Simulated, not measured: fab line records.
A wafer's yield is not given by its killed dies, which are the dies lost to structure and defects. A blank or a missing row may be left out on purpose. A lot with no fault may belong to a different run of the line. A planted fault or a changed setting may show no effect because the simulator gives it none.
One fault seen from 3 desks | flow n5-finfet | only its own numbers are on each desk; what lay behind them is given at the end

DESK OF THE TOOL OWNER: rie-diel-01
The tool's own readings at N5_BEOL_M2_DESCUM_33 (chemistry O2, time 7 s): means of the sampled wafers that have a number, for each lot that ran on this tool. If a lot's mean is further than 4 standard deviations from the usual mean, the lot is out of limits and carries the mark OUT (the distance appears in the brackets).
Columns: A = drypump-motor-current-A at N5_BEOL_M2_DESCUM_33, usual 5.7 A; B = o2-flow-sccm at N5_BEOL_M2_DESCUM_33, usual 225.0 sccm; C = oes-product-au at N5_BEOL_M2_DESCUM_33, usual 0.83 a.u.; D = rf-vpp-V at N5_BEOL_M2_DESCUM_33, usual 243.2 V; E = showerhead-plenum-p-Torr at N5_BEOL_M2_DESCUM_33, usual 2.09 Torr; F = throttle-valve-pct at N5_BEOL_M2_DESCUM_33, usual 20.41 %
lot  | first seen here | A   | B     | C    | D     | E    | F
L343 | day 8 09:28     | 5.4 | 225.1 | 0.86 | 243.5 | 2.07 | 20.19
L357 | day 11 13:58    | 5.3 | 225.5 | 0.77 | 243.0 | 2.06 | 20.53
This desk found nothing out of limits on any of the 2 lots.

AT THE METROLOGY DESK
What the gauges read, lot by lot, whatever tool the lot ran on: means of the sampled wafers that have a number. If a lot's mean is further than 4 standard deviations from the usual mean, the lot is out of limits and carries the mark OUT (the distance appears in the brackets). Only the readings that lie furthest out on some lot appear, 7 of the 12 it has.
Columns: A = DIBL_N at N5_BEOL_M4_RC_MEAS_101, usual 36.8 mV/V; B = IOFF_N at N5_BEOL_M4_RC_MEAS_101, usual 0.168 nA/um; C = IOFF_P at N5_BEOL_M4_RC_MEAS_101, usual 0.22 nA/um; D = ION_N at N5_BEOL_M4_RC_MEAS_101, usual 679 uA/um; E = ION_P at N5_BEOL_M4_RC_MEAS_101, usual 466 uA/um; F = SS_N at N5_BEOL_M4_RC_MEAS_101, usual 71.7 mV/dec; G = VT_P at N5_BEOL_M4_RC_MEAS_101, usual -250 mV
lot  | first seen here | A    | B     | C    | D   | E   | F    | G
L343 | day 8 09:20     | 37.7 | 0.167 | 0.23 | 687 | 475 | 71.4 | -247
L346 | day 9 03:28     | 37.2 | 0.178 | 0.21 | 678 | 459 | 71.5 | -252
L351 | day 10 04:38    | 37.0 | 0.187 | 0.21 | 682 | 464 | 72.6 | -251
L355 | day 11 03:35    | 35.9 | 0.148 | 0.21 | 676 | 466 | 71.8 | -250
L357 | day 11 13:50    | 38.1 | 0.200 | 0.25 | 692 | 474 | 72.4 | -250
This desk found nothing out of limits on any of the 5 lots.

THE DEFECT DESK
Inspection counts along the route, by lot: the mean over sampled wafers that carry a number. If a lot's mean is further than 4 standard deviations from the usual mean, the lot is out of limits and carries the mark OUT (the distance appears in the brackets).
Columns: A = raw-defect-count at N5_BEOL_M2_INSPECT_30, usual 392
lot  | first seen here | A
L343 | day 8 09:26     | 259
L346 | day 9 03:32     | 414
L351 | day 10 04:43    | 498
L355 | day 11 03:40    | 371
L357 | day 11 13:55    | 335
This desk found nothing out of limits on any of the 5 lots.

TAKEN TOGETHER
The tool owner's desk saw nothing out of limits.
At the metrology desk, nothing out of limits was observed.
Nothing the defect desk looked at was out of limits.

WHAT HAD BEEN PUT IN BY THE SIMULATOR
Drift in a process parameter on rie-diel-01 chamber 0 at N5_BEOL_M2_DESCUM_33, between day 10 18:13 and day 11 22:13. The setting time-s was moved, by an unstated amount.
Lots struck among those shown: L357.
